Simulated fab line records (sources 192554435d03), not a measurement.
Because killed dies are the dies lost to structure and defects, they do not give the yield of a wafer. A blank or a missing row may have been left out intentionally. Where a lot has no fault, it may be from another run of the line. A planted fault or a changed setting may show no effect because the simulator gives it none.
A lot that was struck, set against a sound lot :: flow n5Finfet :: 15 steps out of a route of 1938
Sound: these wafers, L439.3, L439.4, L439.5. The struck wafers were L452.3, L452.4, L452.6. The cause is named last.
At each step with rows: each side's tool, then ch and its chambers, then its first start. Under that, the readings that differ: sound wafers :: struck wafers :: difference of the means :: sigmas: that difference in standard deviations of wafers without a fault.
alike: words and numbers the same on both sides, and readings whose means are apart by under 2 such deviations; not compared: readings that were withheld, readings missing a value for some wafer, numbers with overlapping values and no deviation given by the record, and bounds like >300 which may hide the same value.
A row with sigmas, a row that says differs or no value, or rows on one side alone: a step with any of these is where the two part. Numbers that don't overlap but have no deviation are shown without sigmas and don't part them. Lack of a reading on every wafer of one side parts them only where that side has two or more wafers.

first, 7 steps without rows for these wafers: N5_MIM_BOT_LITHO_COAT_02; N5_MIM_BOT_LITHO_EBR_04; N5_MIM_BOT_LITHO_SOFTBAKE_03 (time 90 s); N5_MIM_BOT_LITHO_EXPOSE_05 (exposes mask MIM BOT); N5_MIM_BOT_LITHO_PEB_06; N5_MIM_BOT_LITHO_DEVELOP_07 (develop time 60 s); N5_MIM_BOT_LITHO_HARDBAKE_09 (time 120 s).
N5_MIM_BOT_LITHO_CD_MEAS_08: target cd 3000 nm.
  sound on cdSem-02 ch 0, day 13 07:13; struck on cdSem-02 ch 0, day 17 01:16
  alike: cdNm
N5_MIM_BOT_LITHO_OVL_MEAS_11:
  sound on overlay-02 ch 0, day 13 07:15; struck on overlay-02 ch 0, day 17 01:18
  alike: MIM_BOT_OVL
N5_MIM_BOT_LITHO_INSPECT_12: inspects for defects (macro).
  sound on defectInspect-01 at day 13 07:16; struck on defectInspect-02 at day 17 01:19
  alike: rawDefectCount
N5_MIM_BOT_LITHO_DESCUM_10: chemistry O2, time 7.9 s.
  sound on rieDiel-01 ch 0,3, day 13 07:18; struck on rieDiel-04 ch 1,3, day 17 01:22
  alike: drypumpMotorCurrentA, oesProductAu, rfFwdPowerW, rfVppV, showerheadPlenumPTorr, throttleValvePct
  not compared: rfHoursCounterH
N5_MIM_BOT_ETCH_ETCH_04: etches SiNx in CF4/O2, target depth 26 nm, time 13 s.
  sound on rieDiel-01 ch 0,3, day 13 07:22; struck on rieDiel-04 ch 1,3, day 17 01:25
  alike: drypumpMotorCurrentA, mfcArSccm, oesProductAu, rfFwdPowerW, rfVppV, showerheadPlenumPTorr, throttleValvePct
  not compared: rfHoursCounterH
N5_MIM_BOT_ETCH_ETCH_03: etches the open film in Cl2/BCl3, target depth 12 nm.
  sound on rieMetal-03 ch 0,1, day 13 07:29; struck on rieMetal-03 ch 0,1, day 17 01:32
reading: oesProductAu (a.u.)
sound: 0.88 0.81 0.81
struck: 1.10 1.02 1.10
difference: +0.24
sigmas: +3

reading: rfFwdPowerW (W)
sound: 791.4 795.0 794.6
struck: 1279.4 1272.1 1274.5
difference: +481.7
sigmas: +99 or more

reading: model.etch.depthNm (nm)
sound: 12.32 12.17 12.2
struck: 18.7 18.28 18.49
difference: +6.3
sigmas: 

reading: model.MIM_BOT_ETCH.cdOffsetNm (nm)
sound: 0.2 0.2 0.2
struck: -2.8 -2.4 -2.8
difference: -2.9
sigmas: 
  alike: drypumpMotorCurrentA, throttleValvePct
  not compared: rfHoursCounterH, model.coat_of_MIM_BOT_LITHO_COAT_02.thkNm
N5_MIM_BOT_ETCH_ETCH_00: etches TiN in Cl2/BCl3, target depth 45.5 nm.
  sound on rieMetal-03 ch 0,1, day 13 07:35; struck on rieMetal-03 ch 0,1, day 17 01:38
reading: model.MIM_BOT_ETCH.cdOffsetNm (nm)
sound: 0 0.2 0
struck: -3 -2.6 -3
difference: -3
sigmas: 
  alike: drypumpMotorCurrentA, mfcArSccm, oesProductAu, rfFwdPowerW, throttleValvePct
  not compared: rfHoursCounterH, model.coat_of_MIM_BOT_LITHO_COAT_02.thkNm
N5_MIM_BOT_ETCH_STRIP_01: strips in O2.
  sound on rieDiel-01 ch 0,2, day 13 07:41; struck on rieDiel-03 ch 1,3, day 17 01:50
reading: showerheadPlenumPTorr (Torr)
sound: 2.20 2.08 2.21
struck: 2.03 2.03 2.04
difference: -0.13
sigmas: -3
  alike: drypumpMotorCurrentA, oesProductAu, rfVppV, throttleValvePct
  not compared: rfHoursCounterH

WHERE THEY PART
At N5_MIM_BOT_ETCH_ETCH_03 first; at N5_MIM_BOT_ETCH_STRIP_01 last (within this record only).

WHY: whatever the simulator had introduced
Drift in process parameters on rieMetal-03 at N5_MIM_BOT_ETCH_ETCH_03, starting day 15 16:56. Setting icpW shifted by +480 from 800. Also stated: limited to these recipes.
